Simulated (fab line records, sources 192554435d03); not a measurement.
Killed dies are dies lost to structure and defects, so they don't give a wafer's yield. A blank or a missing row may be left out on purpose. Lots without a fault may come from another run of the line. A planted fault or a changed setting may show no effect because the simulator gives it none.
fab line records | flow n5_finfet
record lots=5 wafers=15 last_day=19
route steps=1938 shown BEOL_M5@1174 BEOL_M6@1194
lots that met no fault: from a run of the same line without faults
start_h: hours from the record's first day to the start of the lot's first wafer shown | wait_h: hours since the lot's step before | " the same as in the row above | L1.1+2: a row that stands for several wafers | - no value, or no start given | * or withheld: withheld | < > ~ a bound
route shown NAME@n: a module of which the file shows steps, and the number in the route of the first | usual: mean/standard deviation of fault-free wafers | same: alike in all rows | chamber/n: place in a boat | sites: the reading at each site | _std_site: their standard deviation | _edge_site: outer sites' mean less inner sites' | radius_mm: how far each site lies from the wafer's centre | mask NAME#n: copy n | behind: the tool/chamber that last shaped the wafer | hold: why the lot was held/for how many hours/how that ended | device: the transistor (n, p or np) that didn't switch | end of line: the same wafers' tests at the end of the route | a step without rows: its recipe alone | killed: dies lost to structure and defects at the first sort, not the wafer's yield | map: a wafer's dies, x killed, . not, _ none there
set.NAME: the setting as run; set.NAME@STEP: as run at that earlier step | model.NAME: the simulator's own value behind a step, which no gauge read
lots at some steps of the route; a table a step, a row a wafer
services: from which hour (start_h, from the record's first day; less than 0 if before it) a tool's chamber was out of use, for how many hours, and why
## steps
# step N5_BEOL_M5_CVD_47
# recipe material=Co target_thk_a=30 temp_c=withheld precursor=CCTBA/H2 pressure_torr=30 time_s=216
# columns lot.wafer tool chamber start_h wait_h
L076.3+4+6 cvd_co-02 1,1,2 185.69 0.0
L088.2+4+6 cvd_co-02 1,0,1 273.47 0.1
L096.1+3+4 cvd_co-02 1,2,0 325.46 0.1
L094.2+3+6 cvd_co-01 0,2,2 325.62 0.0
L095.1+4+5 cvd_co-01 2,0,1 350.98 0.3
# step N5_BEOL_M5_SPUTTER_48
# recipe material=Cu target_thk_a=150 temp_c=-20 chamber_pressure_pa=0.07 power_w=withheld time_s=27.62
# usual chamber_pressure_pa=0.06999/0.00013 throttle_valve_pct=30.2/1.3
# columns lot.wafer tool chamber start_h wait_h chamber_pressure_pa throttle_valve_pct
L076.3 pvd_sputter-01 - 185.84 0.1 0.07006 31.3
L076.4 " - " " 0.06971 31.0
L076.6 " - " " 0.07005 31.2
L088.2 pvd_sputter-01 - 273.63 0.1 0.06972 31.2
L088.4 " - " " 0.06984 32.6
L088.6 " - " " 0.07014 30.8
L096.1 pvd_sputter-03 - 325.61 0.1 0.06988 30.1
L096.3 " - " " 0.0702 29.6
L096.4 " - " " 0.06983 30.3
L094.2 pvd_sputter-01 - 325.77 0.1 0.07008 31.3
L094.3 " - " " 0.07001 31.2
L094.6 " - " " 0.07006 32.5
L095.1 pvd_sputter-02 - 351.15 0.1 0.06992 29.9
L095.4 " - " " 0.06999 31.8
L095.5 " - " " 0.06988 31.6
# step N5_BEOL_M5_ANNEAL_49
# recipe temp_c=400 time_s=1800 ambient=vacuum
# usual heater_power_w=838/73
# columns lot.wafer tool chamber start_h wait_h heater_power_w
L076.3 pvd_sputter-01 - 185.92 0.0 795
L076.4 " - " " 761
L076.6 " - " " 785
L088.2 pvd_sputter-01 - 273.71 0.0 763
L088.4 " - " " 789
L088.6 " - " " 793
L096.1 pvd_sputter-03 - 325.69 0.0 863
L096.3 " - " " 948
L096.4 " - " " 870
L094.2 pvd_sputter-01 - 325.85 0.0 817
L094.3 " - " " 770
L094.6 " - " " 791
L095.1 pvd_sputter-02 - 351.23 0.0 905
L095.4 " - " " 800
L095.5 " - " " 789
# step N5_BEOL_M5_SPUTTER_81
# recipe material=Cu target_thk_a=150 temp_c=-20 chamber_pressure_pa=0.07 power_w=withheld time_s=27.62
# usual chamber_pressure_pa=0.07/0.00014 throttle_valve_pct=30.2/1.3
# columns lot.wafer tool chamber start_h wait_h chamber_pressure_pa throttle_valve_pct
L076.3 pvd_sputter-01 - 186.93 0.5 0.06991 31.2
L076.4 " - " " 0.07005 31.1
L076.6 " - " " 0.06996 31.0
L088.2 pvd_sputter-01 - 274.72 0.5 0.06992 30.9
L088.4 " - " " 0.06989 32.3
L088.6 " - " " 0.07023 30.9
L096.1 pvd_sputter-03 - 326.70 0.5 0.07006 30.5
L096.3 " - " " 0.06992 29.2
L096.4 " - " " 0.07016 30.4
L094.2 pvd_sputter-01 - 326.86 0.5 0.06993 31.5
L094.3 " - " " 0.06972 31.0
L094.6 " - " " 0.06992 32.3
L095.1 pvd_sputter-02 - 352.23 0.5 0.07031 30.0
L095.4 " - " " 0.06991 31.8
L095.5 " - " " 0.06997 31.7
# step N5_BEOL_M5_ANNEAL_82
# recipe temp_c=400 time_s=1800 ambient=vacuum
# usual heater_power_w=840/74
# columns lot.wafer tool chamber start_h wait_h heater_power_w
L076.3 pvd_sputter-01 - 187.01 0.0 790
L076.4 " - " " 776
L076.6 " - " " 804
L088.2 pvd_sputter-01 - 274.80 0.0 764
L088.4 " - " " 799
L088.6 " - " " 753
L096.1 pvd_sputter-03 - 326.78 0.0 885
L096.3 " - " " 947
L096.4 " - " " 866
L094.2 pvd_sputter-01 - 326.94 0.0 817
L094.3 " - " " 803
L094.6 " - " " 812
L095.1 pvd_sputter-02 - 352.31 0.0 893
L095.4 " - " " 778
L095.5 " - " " 788
# step N5_BEOL_M5_SPUTTER_83
# recipe material=Cu target_thk_a=150 temp_c=-20 chamber_pressure_pa=0.07 power_w=withheld time_s=27.62
# usual chamber_pressure_pa=0.07001/0.00014 throttle_valve_pct=30.2/1.3
# columns lot.wafer tool chamber start_h wait_h chamber_pressure_pa throttle_valve_pct
L076.3 pvd_sputter-01 - 188.02 0.5 0.06993 31.1
L076.4 " - " " 0.07007 31.4
L076.6 " - " " 0.06982 31.1
L088.2 pvd_sputter-01 - 275.80 0.5 0.07011 31.0
L088.4 " - " " 0.07 32.4
L088.6 " - " " 0.06998 30.9
L096.1 pvd_sputter-03 - 327.79 0.5 0.07007 30.2
L096.3 " - " " 0.06999 29.5
L096.4 " - " " 0.06981 30.4
L094.2 pvd_sputter-01 - 327.94 0.5 0.06993 31.4
L094.3 " - " " 0.07008 31.1
L094.6 " - " " 0.07009 32.6
L095.1 pvd_sputter-02 - 353.32 0.5 0.0701 29.8
L095.4 " - " " 0.07006 31.7
L095.5 " - " " 0.0698 31.8
# step N5_BEOL_M5_ANNEAL_84
# recipe temp_c=400 time_s=1800 ambient=vacuum
# usual heater_power_w=840/74
# columns lot.wafer tool chamber start_h wait_h heater_power_w
L076.3 pvd_sputter-01 - 188.10 0.0 807
L076.4 " - " " 773
L076.6 " - " " 798
L088.2 pvd_sputter-01 - 275.88 0.0 753
L088.4 " - " " 813
L088.6 " - " " 795
L096.1 pvd_sputter-03 - 327.87 0.0 834
L096.3 " - " " 928
L096.4 " - " " 868
L094.2 pvd_sputter-01 - 328.02 0.0 845
L094.3 " - " " 769
L094.6 " - " " 814
L095.1 pvd_sputter-02 - 353.40 0.0 901
L095.4 " - " " 772
L095.5 " - " " 802
# step N5_BEOL_M5_SPUTTER_88
# recipe material=Cu target_thk_a=150 temp_c=-20 chamber_pressure_pa=0.07 power_w=withheld time_s=27.62
# usual chamber_pressure_pa=0.07001/0.00013 throttle_valve_pct=30.2/1.3
# columns lot.wafer tool chamber start_h wait_h chamber_pressure_pa throttle_valve_pct
L076.3 pvd_sputter-01 - 189.10 0.5 0.06973 30.9
L076.4 " - " " 0.06994 31.3
L076.6 " - " " 0.07005 31.4
L088.2 pvd_sputter-01 - 276.89 0.5 0.07014 30.8
L088.4 " - " " 0.06997 32.3
L088.6 " - " " 0.06993 31.0
L096.1 pvd_sputter-03 - 328.87 0.5 0.07014 30.4
L096.3 " - " " 0.07003 29.5
L096.4 " - " " 0.06996 30.1
L094.2 pvd_sputter-01 - 329.03 0.5 0.07017 31.3
L094.3 " - " " 0.07004 30.9
L094.6 " - " " 0.06979 32.4
L095.1 pvd_sputter-02 - 354.41 0.5 0.06989 30.1
L095.4 " - " " 0.07027 31.8
L095.5 " - " " 0.06995 31.6
# step N5_BEOL_M5_ANNEAL_89
# recipe temp_c=400 time_s=1800 ambient=vacuum
# usual heater_power_w=841/75
# columns lot.wafer tool chamber start_h wait_h heater_power_w
L076.3 pvd_sputter-01 - 189.18 0.0 799
L076.4 " - " " 758
L076.6 " - " " 800
L088.2 pvd_sputter-01 - 276.97 0.0 771
L088.4 " - " " 803
L088.6 " - " " 779
L096.1 pvd_sputter-03 - 328.95 0.0 878
L096.3 " - " " 941
L096.4 " - " " 853
L094.2 pvd_sputter-01 - 329.11 0.0 823
L094.3 " - " " 790
L094.6 " - " " 800
L095.1 pvd_sputter-02 - 354.49 0.0 892
L095.4 " - " " 785
L095.5 " - " " 785
# step N5_BEOL_M5_SPUTTER_90
# recipe material=Cu target_thk_a=45 temp_c=-20 chamber_pressure_pa=0.07 power_w=withheld time_s=8.29
# usual chamber_pressure_pa=0.07/0.00014 throttle_valve_pct=30.2/1.3
# columns lot.wafer tool chamber start_h wait_h chamber_pressure_pa throttle_valve_pct
L076.3 pvd_sputter-01 - 190.19 0.5 0.07024 30.8
L076.4 " - " " 0.07014 31.0
L076.6 " - " " 0.06996 31.0
L088.2 pvd_sputter-01 - 277.98 0.5 0.06999 30.9
L088.4 " - " " 0.06997 32.7
L088.6 " - " " 0.06976 30.7
L096.1 pvd_sputter-03 - 329.96 0.5 0.07019 30.5
L096.3 " - " " 0.07002 29.4
L096.4 " - " " 0.07022 30.3
L094.2 pvd_sputter-01 - 330.12 0.5 0.07002 31.2
L094.3 " - " " 0.07018 30.9
L094.6 " - " " 0.06995 32.5
L095.1 pvd_sputter-02 - 355.49 0.5 0.06973 29.9
L095.4 " - " " 0.06998 31.8
L095.5 " - " " 0.07 31.7
# step N5_BEOL_M5_ECD_50
# recipe material=Cu target_thk_a=3000
# columns lot.wafer tool chamber start_h wait_h
L076.3+4+6 ecd_cu-02 0,1,0 190.33 0.1
L088.2+4+6 ecd_cu-01 0,0,1 278.09 0.1
L096.1+3+4 ecd_cu-02 0,0,1 330.08 0.1
L094.2+3+6 ecd_cu-01 1 330.23 0.1
L095.1+4+5 ecd_cu-01 0,1,0 355.61 0.1
# step N5_BEOL_M5_ANNEAL_51
# recipe temp_c=225 time_s=90 ambient=N2
# usual wafer_temp_C_max=225.81/0.22
# columns lot.wafer tool chamber start_h wait_h wafer_temp_C_max
L076.3 rtp_anneal-01 0 190.48 0.1 226.05
L076.4 " 0 " " 225.70
L076.6 " 0 " " 225.62
L088.2 rtp_anneal-02 0 278.22 0.1 225.47
L088.4 " 0 " " 225.81
L088.6 " 0 " " 225.76
L096.1 rtp_anneal-01 0 330.16 0.1 226.00
L096.3 " 0 " " 226.32
L096.4 " 0 " " 226.38
L094.2 rtp_anneal-02 0 330.37 0.1 225.47
L094.3 " 0 " " 225.62
L094.6 " 0 " " 225.50
L095.1 rtp_anneal-02 0 355.70 0.1 225.52
L095.4 " 0 " " 225.94
L095.5 " 0 " " 225.53
# step N5_BEOL_M5_CMP_52
# recipe stop_on=SiCOH_lowk t_overpolish_s=6.9 down_force_psi=1 platen_rpm=50 clearing_platen_down_force_psi=1.5 clearing_platen_rpm=50 post_cmp_clean=cu_alkaline target_thk_nm=62 clearing_platen_pad_velocity_m_s=0.99484 pad_velocity_m_s=0.99484
# usual barrier_field_endpoint_s=25.0/0.71 clearing_platen_rpm=50.001/0.029 edge_zone_pressure_frac=1.000/0.0049 motor_current_A=5.8/0.8 overpolish_run_s=6.900/0.0088 time_to_endpoint_s=63.6/3
# columns lot.wafer tool chamber start_h wait_h barrier_field_endpoint_s clearing_platen_rpm edge_zone_pressure_frac motor_current_A overpolish_run_s time_to_endpoint_s
L076.3 cmp-02 0 190.69 0.2 25.8 49.991 0.995 6.6 6.899 66.2
L076.4 " 3 " " 25.2 50.017 0.992 6.8 6.877 61.2
L076.6 " 1 " " 25.9 50.036 0.998 5.9 6.896 67.5
L088.2 cmp-02 3 278.48 0.2 25.1 50.000 0.996 6.9 6.883 63.1
L088.4 " 0 " " 25.5 50.009 0.994 7.0 6.898 67.3
L088.6 " 0 " " 26.0 49.980 1.003 6.7 6.900 65.8
L096.3 cmp-02 0 330.46 0.2 26.4 49.988 0.996 6.5 6.923 68.7
L096.4 " 1 " " 25.8 50.005 0.994 5.5 6.875 66.8
L096.1 " 3 " " 25.1 49.964 1.008 6.9 6.891 65.9
L094.2 cmp-03 2 330.62 0.2 23.9 49.974 1.004 5.7 6.894 60.9
L094.3 " 1 " " 24.4 49.981 0.999 4.7 6.897 63.1
L094.6 " 3 " " 25.0 50.028 1.003 6.9 6.908 65.3
L095.1 cmp-02 0 356.03 0.3 24.2 49.919 1.004 6.4 6.889 63.8
L095.4 " 2 " " 24.2 50.055 0.998 5.8 6.892 61.4
L095.5 " 3 " " 24.6 49.995 1.007 6.8 6.900 60.9
# step N5_BEOL_M5_THK_MEAS_53
# recipe thk_meas_gauge=xrf reads=Cu_of_BEOL_M5_ECD_50
# usual M5_THK=62.6/1.8
# columns lot.wafer tool chamber start_h wait_h M5_THK[nm]
L076.3 film_metro-01 - 190.99 - 64.6
L076.4 " - " " 62.2
L076.6 " - " " 64.6
L088.2 film_metro-01 - 278.77 - 63.8
L088.4 " - " " 63.1
L088.6 " - " " 66.7
L096.1 film_metro-01 - 330.75 - 61.2
L096.3 " - " " 60.0
L096.4 " - " " 65.2
L094.2 film_metro-01 - 330.91 - 61.9
L094.3 " - " " 62.9
L094.6 " - " " 62.3
L095.1 film_metro-02 - 356.29 - 63.8
L095.4 " - " " 62.3
L095.5 " - " " 61.1
# step N5_BEOL_M5_PRE_CLEAN_77
# recipe gas=NH3/H2 time_s=15 temp_c=* rf_power_w=300
# usual heater_power_w=81/4.5
# columns lot.wafer tool chamber start_h wait_h heater_power_w
L076.3 cvd_co-01 2 191.02 0.0 76
L076.4 " 1 " " 77
L076.6 " 0 " " 90
L088.2 cvd_co-02 1 278.81 0.0 80
L088.4 " 0 " " 85
L088.6 " 2 " " 78
L096.1 cvd_co-02 0 330.79 0.0 86
L096.3 " 1 " " 81
L096.4 " 0 " " 85
L094.2 cvd_co-02 0 330.95 0.0 86
L094.3 " 1 " " 81
L094.6 " 2 " " 76
L095.1 cvd_co-01 0 356.32 0.0 87
L095.4 " 1 " " 77
L095.5 " 2 " " 82
# step N5_BEOL_M5_CO_CAP_78
# recipe material=Co target_thk_a=20 temp_c=200 precursor=CCTBA/H2 pressure_torr=30 time_s=102.1
# usual heater_power_w=231/5.8
# columns lot.wafer tool chamber start_h wait_h heater_power_w
L076.3 cvd_co-01 2 191.06 0.0 223
L076.4 " 1 " " 231
L076.6 " 0 " " 241
L088.2 cvd_co-02 1 278.85 0.0 233
L088.4 " 0 " " 234
L088.6 " 2 " " 223
L096.1 cvd_co-02 0 330.83 0.0 236
L096.3 " 1 " " 231
L096.4 " 0 " " 228
L094.2 cvd_co-02 0 330.99 0.0 237
L094.3 " 1 " " 232
L094.6 " 2 " " 229
L095.1 cvd_co-01 0 356.36 0.0 239
L095.4 " 1 " " 227
L095.5 " 2 " " 225
# step N5_BEOL_M5_PRE_CLEAN_55
# recipe gas=NH3 time_s=15 temp_c=withheld rf_power_w=300
# columns lot.wafer tool chamber start_h wait_h
L076.3+4+6 pecvd-01 1,0,1 191.15 0.1
L088.2+4+6 pecvd-01 1,2,1 278.94 0.1
L096.1+3+4 pecvd-02 1,2,2 330.92 0.1
L094.2+3+6 pecvd-01 2,1,2 331.08 0.1
L095.1+4+5 pecvd-03 2,0,2 356.46 0.1
# step N5_BEOL_M5_DEP_56
# recipe material=SiCN target_thk_a=80 temp_c=withheld precursor=3MS/NH3 pressure_torr=3 rf_w=202 time_s=14
# usual showerhead_plenum_p_Torr=3.673/0.015 throttle_valve_pct=8.9/0.66
# columns lot.wafer tool chamber start_h wait_h showerhead_plenum_p_Torr throttle_valve_pct
L076.3 pecvd-01 1 191.18 0.0 3.674 8.6
L076.4 " 0 " " 3.666 9.7
L076.6 " 1 " " 3.687 8.5
L088.2 pecvd-01 1 278.96 0.0 3.687 8.8
L088.4 " 2 " " 3.681 8.7
L088.6 " 1 " " 3.686 8.8
L096.1 pecvd-02 1 330.95 0.0 3.672 9.6
L096.3 " 2 " " 3.668 8.1
L096.4 " 2 " " 3.676 8.1
L094.2 pecvd-01 2 331.11 0.0 3.672 8.4
L094.3 " 1 " " 3.687 8.5
L094.6 " 2 " " 3.676 8.5
L095.1 pecvd-03 2 356.48 0.0 3.668 8.0
L095.4 " 0 " " 3.687 9.8
L095.5 " 2 " " 3.660 8.1
# step N5_BEOL_M5_RS_MEAS_57
# recipe thk_meas_gauge=four-point-probe reads=Co_of_BEOL_M5_CO_CAP_78+Cu_of_BEOL_M5_ECD_50+Co_of_BEOL_M5_CVD_47+TaN_of_BEOL_M5_ALD_86
# usual M5_RS=0.383/0.013
# columns lot.wafer tool chamber start_h wait_h M5_RS[ohm/sq]
L076.3 film_metro-01 - 191.25 0.1 0.365
L076.4 " - " " 0.382
L076.6 " - " " 0.365
L088.2 film_metro-01 - 279.03 0.1 0.380
L088.4 " - " " 0.386
L088.6 " - " " 0.360
L096.1 film_metro-02 - 331.02 0.0 0.393
L096.3 " - " " 0.403
L096.4 " - " " 0.362
L094.2 film_metro-01 - 331.17 0.1 0.391
L094.3 " - " " 0.383
L094.6 " - " " 0.388
L095.1 film_metro-02 - 356.55 0.0 0.373
L095.4 " - " " 0.386
L095.5 " - " " 0.391
# step N5_BEOL_M5_INSPECT_58
# recipe inspect_instrument=darkfield mode=post_dep
# usual raw_defect_count=77/25
# columns lot.wafer tool chamber start_h wait_h raw_defect_count
L076.3 defect_inspect-02 - 191.27 0.0 59
L076.4 " - " " 49
L076.6 " - " " 111
L088.2 defect_inspect-01 - 279.06 0.0 60
L088.4 " - " " 57
L088.6 " - " " 67
L096.1 defect_inspect-02 - 331.04 0.0 54
L096.3 " - " " 73
L096.4 " - " " 52
L094.2 defect_inspect-01 - 331.20 0.0 71
L094.3 " - " " 65
L094.6 " - " " 63
L095.1 defect_inspect-02 - 356.57 0.0 80
L095.4 " - " " 63
L095.5 " - " " 79
# step N5_BEOL_M6_ILD_DEP_00
# recipe material=SiCOH_lowk target_thk_a=1797.5 temp_c=300 precursor=DEMS/porogen pressure_torr=5 rf_w=500 time_s=33.4
# usual heater_power_w=308/56 showerhead_plenum_p_Torr=5.744/0.02 throttle_valve_pct=14.3/1.1
# columns lot.wafer tool chamber start_h wait_h heater_power_w showerhead_plenum_p_Torr throttle_valve_pct
L076.3 pecvd-04 0 191.31 0.0 410 5.745 15.7
L076.4 " 0 " " 405 5.733 15.9
L076.6 " 2 " " 315 5.745 13.6
L088.2 pecvd-03 2 279.09 0.0 199 5.733 12.0
L088.4 " 0 " " 331 5.796 14.9
L088.6 " 1 " " 350 5.771 14.5
L096.1 pecvd-04 2 331.08 0.0 328 5.765 13.8
L096.3 " 0 " " 363 5.725 15.5
L096.4 " 1 " " 251 5.729 14.4
L094.2 pecvd-03 0 331.24 0.0 375 5.773 15.1
L094.3 " 2 " " 201 5.751 12.4
L094.6 " 0 " " 297 5.772 14.8
L095.1 pecvd-04 2 356.61 0.0 318 5.740 14.1
L095.4 " 0 " " 410 5.724 15.5
L095.5 " 2 " " 324 5.748 13.4
# step N5_BEOL_M6_CURE_74
# recipe temp_c=385 time_s=240 ambient=He/Ar material=SiCOH_lowk
# usual lamp_power_pct=52.31/0.058 wafer_temp_C_max=386.8/0.63
# columns lot.wafer tool chamber start_h wait_h lamp_power_pct wafer_temp_C_max
L076.3 uv_cure-03 1 191.53 0.2 52.35 386.6
L076.4 " 1 " " 52.31 386.2
L076.6 " 1 " " 52.37 386.6
L088.2 uv_cure-02 1 279.24 0.1 52.32 386.9
L088.4 " 1 " " 52.30 385.8
L088.6 " 1 " " 52.35 386.2
L096.1 uv_cure-02 2 331.14 0.0 52.31 388.6
L096.3 " 2 " " 52.44 387.3
L096.4 " 2 " " 52.28 386.4
L094.2 uv_cure-01 2 331.38 0.1 52.27 386.1
L094.3 " 2 " " 52.16 386.7
L094.6 " 2 " " 52.28 386.3
L095.1 uv_cure-01 1 356.68 0.0 52.21 386.7
L095.4 " 1 " " 52.20 386.6
L095.5 " 1 " " 52.34 387.6
# step N5_BEOL_M6_THK_MEAS_01
# recipe reads=SiCOH_lowk_of_BEOL_M6_ILD_DEP_00
# usual M6_ILD_THK=154.5/2
# columns lot.wafer tool chamber start_h wait_h M6_ILD_THK[nm]
L076.3 film_metro-01 - 191.89 0.3 151.6
L076.4 " - " " 152.0
L076.6 " - " " 152.7
L088.2 film_metro-01 - 279.67 0.4 152.1
L088.4 " - " " 155.3
L088.6 " - " " 153.0
L096.1 film_metro-01 - 331.66 0.4 153.6
L096.3 " - " " 153.4
L096.4 " - " " 153.9
L094.2 film_metro-02 - 331.81 0.4 154.0
L094.3 " - " " 154.1
L094.6 " - " " 155.0
L095.1 film_metro-01 - 357.19 0.4 153.8
L095.4 " - " " 154.8
L095.5 " - " " 154.5
## services
# columns tool chamber start_h hours kind
cmp-02 - 163.53 4.0 pm
cvd_co-01 - 165.04 0.5 repair
pecvd-04 0 165.96 12.2 repair
uv_cure-01 - 174.28 2.2 repair
rtp_anneal-01 - 180.85 2.4 pm
pecvd-03 - 189.70 2.8 pm
uv_cure-02 - 192.92 22.2 pm
ecd_cu-02 - 217.70 1.4 repair
uv_cure-02 - 228.20 2.1 pm
pecvd-02 - 231.82 5.6 repair
pecvd-04 0 231.97 6.2 repair
cmp-02 - 244.87 0.2 repair
cmp-02 - 252.15 4.3 repair
cmp-02 - 259.02 1.9 repair
pvd_sputter-02 - 269.38 29.2 repair
cmp-02 - 289.64 0.3 repair
cvd_co-01 - 290.66 4.3 pm
cvd_co-02 - 294.99 6.9 pm
cmp-02 - 295.55 1.3 repair
cvd_co-02 - 306.01 1.3 repair
cvd_co-01 0 333.47 9.7 repair
cvd_co-02 - 337.74 14.6 pm
cmp-02 - 354.01 1.7 repair
pvd_sputter-03 - 355.87 6.6 repair
## key
fault none
